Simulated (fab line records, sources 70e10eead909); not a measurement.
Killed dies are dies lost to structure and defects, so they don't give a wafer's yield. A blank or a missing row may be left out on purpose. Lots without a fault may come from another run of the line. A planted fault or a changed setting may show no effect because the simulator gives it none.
Chamber matching | flow nand_harc | NHARC_A_SGD_CUT_ETCHBACK_24 on rie_diel-08: 4 sister chambers
The step etches the open film in CH3F/O2, target depth 50 nm, time 92.857 s. 14 wafers are shown with their chamber, then 7 later ones without.

WAFERS WITH THEIR CHAMBER
wafer  | chamber | drypump_motor_current_A (A) | rf_vpp_V (V) | throttle_valve_pct (%)
L076.1 | 0       | 5.6                         | 242.0        | 20.645
L076.2 | 2       | 5.4                         | 244.9        | 20.675
L076.3 | 3       | 6.3                         | 245.8        | 20.669
L077.2 | 1       | 5.4                         | 243.2        | 20.655
L077.3 | 3       | 6.3                         | 247.0        | 20.661
L077.4 | 2       | 5.3                         | 243.3        | 20.661
L078.1 | 3       | 6.3                         | 246.8        | 20.660
L078.2 | 1       | 5.4                         | 242.6        | 20.670
L078.6 | 0       | 5.6                         | 243.1        | 20.660
L082.1 | 2       | 5.3                         | 245.1        | 20.667
L082.4 | 1       | 5.4                         | 242.9        | 20.662
L082.5 | 3       | 6.3                         | 247.5        | 20.659
L084.1 | 1       | 5.4                         | 244.4        | 20.643
L084.2 | 3       | 6.4                         | 247.1        | 20.664

SIGNATURES (means of the wafers above)
reading                 | chamber 0 | chamber 1 | chamber 2 | chamber 3 | scatter within a chamber
drypump_motor_current_A | 5.600     | 5.400     | 5.333     | 6.320     | 0.0383
rf_vpp_V                | 242.550   | 243.275   | 244.433   | 246.840   | 0.777
throttle_valve_pct      | 20.65250  | 20.65750  | 20.66767  | 20.66260  | 0.00818
Rule: a wafer's distance from a chamber is the root of the sum, over the readings, of the square of ((its reading less the chamber's mean) divided by the reading's scatter). The wafer belongs to the nearest chamber; if the next one is less than 2 further off, it can't be placed. The scatter: the root of (the sum of the squares of (reading less its chamber's mean) over the shown wafers, divided by (wafers less chambers)).

WAFERS WITHOUT THEIR CHAMBER
wafer  | drypump_motor_current_A (A) | rf_vpp_V (V) | throttle_valve_pct (%)
L084.6 | 5.4                         | 243.7        | 20.672
L088.4 | 5.4                         | 243.2        | 20.660
L088.5 | 5.4                         | 244.2        | 20.649
L088.6 | 5.6                         | 241.5        | 20.657
L090.2 | 6.3                         | 246.8        | 20.666
L090.3 | 5.6                         | 242.6        | 20.665
L090.6 | 5.4                         | 243.5        | 20.663

WHICH CHAMBER EACH WENT THROUGH
wafer  | from the rows above     | in truth
L084.6 | can't be placed: 1 or 2 | 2
L088.4 | 1                       | 1
L088.5 | can't be placed: 1 or 2 | 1
L088.6 | 0                       | 0
L090.2 | 3                       | 3
L090.3 | 0                       | 0
L090.6 | can't be placed: 1 or 2 | 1
Placed correctly: 4 of 7. Can't be placed from these rows: 3 (the true chamber is among the candidates in 3). Placed wrongly: 0.
